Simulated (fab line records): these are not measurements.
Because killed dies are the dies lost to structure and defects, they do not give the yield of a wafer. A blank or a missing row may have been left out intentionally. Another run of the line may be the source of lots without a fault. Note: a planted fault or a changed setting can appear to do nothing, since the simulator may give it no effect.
Chamber matching ; flow n5 finfet ; N5_DUMMY_GATE_ETCH_36 on rie diel-02 has 3 sister chambers
The step etches SiARC in CF4, target depth 13 nm. 6 wafers are shown with their chamber, then 8 later ones without.

## WAFERS PAIRED WITH THEIR CHAMBERS
wafer;chamber;showerhead plenum p Torr (Torr);throttle valve pct (%)
L079.6;2;2.18;15.50
L087.3;1;2.14;15.56
L087.6;2;2.18;15.54
L086.4;1;2.14;15.55
L086.6;3;2.11;15.87
L091.1;3;2.10;15.87

## WAFERS WHOSE CHAMBER IS MISSING
wafer;showerhead plenum p Torr (Torr);throttle valve pct (%)
L091.2;2.17;15.54
L091.6;2.14;15.57
L092.4;2.17;15.57
L092.6;2.10;15.87
L093.1;2.14;15.57
L093.3;2.17;15.57
L094.2;2.14;15.58
L094.3;2.17;15.56

## WHICH CHAMBER EACH ONE RAN IN
wafer;from the rows above;in truth
L091.2;2;2
L091.6;1;1
L092.4;2;2
L092.6;3;3
L093.1;1;1
L093.3;2;2
L094.2;1;1
L094.3;2;2
Placed correctly: 8 of 8. From these rows, 0 cannot be placed. Wrongly placed: 0.
How it was worked out, from the rows above alone: a wafer's distance from a chamber is the root of the sum, over the readings, of the square of ((its reading less the chamber's mean) divided by the reading's scatter). The wafer belongs to the nearest chamber; if the next one is less than 2 further off, it can't be placed. Each chamber's mean is taken over the wafers shown for it. The scatter is the square root of a quotient: the sum, over the shown wafers, of each reading's squared deviation from its chamber's mean, divided by wafers minus chambers.
